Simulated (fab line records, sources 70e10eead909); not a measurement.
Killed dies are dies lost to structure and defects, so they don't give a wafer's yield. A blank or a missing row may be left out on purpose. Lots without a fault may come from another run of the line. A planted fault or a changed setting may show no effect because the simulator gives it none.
A struck lot beside a sound one | flow nand_harc | 14 steps out of a route of 1159
Sound: wafers L658.1, L658.3, L658.4. Struck: wafers L677.1, L677.4, L677.5. The cause comes at the end.
At each step with rows: each side's tool, then ch and its chambers, then its first start. Under that, the readings that differ: sound wafers | struck wafers | difference of the means | sigmas: that difference in standard deviations of wafers without a fault.
alike: readings whose means differ by less than 2 such deviations, and words and numbers that are the same on both sides. not compared: withheld readings, readings that some wafer has no value for, bounds like >300 that may hide the same value, and numbers for which the record gives no deviation and whose values overlap.
The two part at a step that has a row with sigmas, a row that says differs or no value, or rows on one side only. Numbers that don't overlap but have no deviation are shown without sigmas and don't part them. A reading that every wafer of one side lacks parts them only if that side has two wafers or more.

first, 8 steps without rows for these wafers: NHARC_A_STAIRCASE_HMDS_02 (time 30 s); NHARC_A_STAIRCASE_COAT_03; NHARC_A_STAIRCASE_SOFTBAKE_04 (time 170 s); NHARC_A_STAIRCASE_EBR_05; NHARC_A_STAIRCASE_EXPOSE_06 (exposes mask STAIR); NHARC_A_STAIRCASE_PEB_07 (peb time 130 s); NHARC_A_STAIRCASE_DEVELOP_08 (time 140 s); NHARC_A_STAIRCASE_HARDBAKE_10 (time 140 s).
NHARC_A_STAIRCASE_DESCUM_11: chemistry O2, time 3 s.
  sound on rie_diel-02 ch 1,2,3, day 11 06:44; struck on rie_diel-02 ch 2,3, day 15 06:20
  alike: drypump_motor_current_A, oes_product_au, rf_vpp_V, showerhead_plenum_p_Torr, throttle_valve_pct
  not compared: rf_hours_counter_h
NHARC_A_STAIRCASE_TRIM_12: chemistry O2, time 211.2 s.
  sound on rie_diel-02 ch 0,1,2, day 11 06:50; struck on rie_diel-02 ch 0,2,3, day 15 06:31
  alike: chamber_pressure_mTorr, drypump_motor_current_A, oes_product_au, rf_vpp_V, showerhead_plenum_p_Torr, throttle_valve_pct
  not compared: rf_hours_counter_h
NHARC_A_STAIRCASE_ETCH_13: etches the open film in C4F8/O2, target depth 100 nm, time 40.5 s.
  sound on rie_diel-02 ch 0,2,3; struck on rie_diel-02 ch 0,1,2
  alike: oes_product_au, rf_vpp_V
  not compared: rf_hours_counter_h
NHARC_A_STAIRCASE_TRIM_14: chemistry O2, time 211.2 s.
  sound on rie_diel-02 ch 0,1,3, day 11 07:04; struck on rie_diel-02 ch 0,2, day 15 06:58
  no value came back on the struck wafers for any of 9 readings (bias_w (W), chamber_pressure_mTorr (mTorr) and others); on the sound wafers bias_w (W) reads 0 0 0
NHARC_A_STAIRCASE_ETCH_15: etches the open film in C4F8/O2, target depth 100 nm, time 40.5 s.
  sound on rie_diel-02 ch 0,1,3; struck on rie_diel-02 ch 2,3
  alike: oes_product_au, rf_vpp_V
  not compared: rf_hours_counter_h
-- the record jumps here: 9 days lie between the struck wafers' starts before and after (it left off in module A_STAIRCASE and takes up again in module END, whose first step shown is number 1159 of the route) --
NHARC_END_SORT_01:
  sound on prober-02 ch 0, day 20 04:55; struck on prober-02 ch 0, day 24 14:05
  reading         | sound    | struck                                                               | difference                   | sigmas
  hold            | - - -    | await_dispo/2.6h/scrap await_dispo/2.6h/scrap await_dispo/2.6h/scrap | no value on the sound wafers |
  killed_at_array | 33 26 31 | 672 675 676                                                          | +644                         | +54
  killed_dies     | 41 31 39 | 677 677 677                                                          | +640                         | +53
  alike: killed_at_other, killed_at_periphery, killed_open, killed_short

WHERE THEY PART
First at NHARC_A_STAIRCASE_TRIM_14; last, within this record, at NHARC_END_SORT_01.

WHY: what the simulator had put in
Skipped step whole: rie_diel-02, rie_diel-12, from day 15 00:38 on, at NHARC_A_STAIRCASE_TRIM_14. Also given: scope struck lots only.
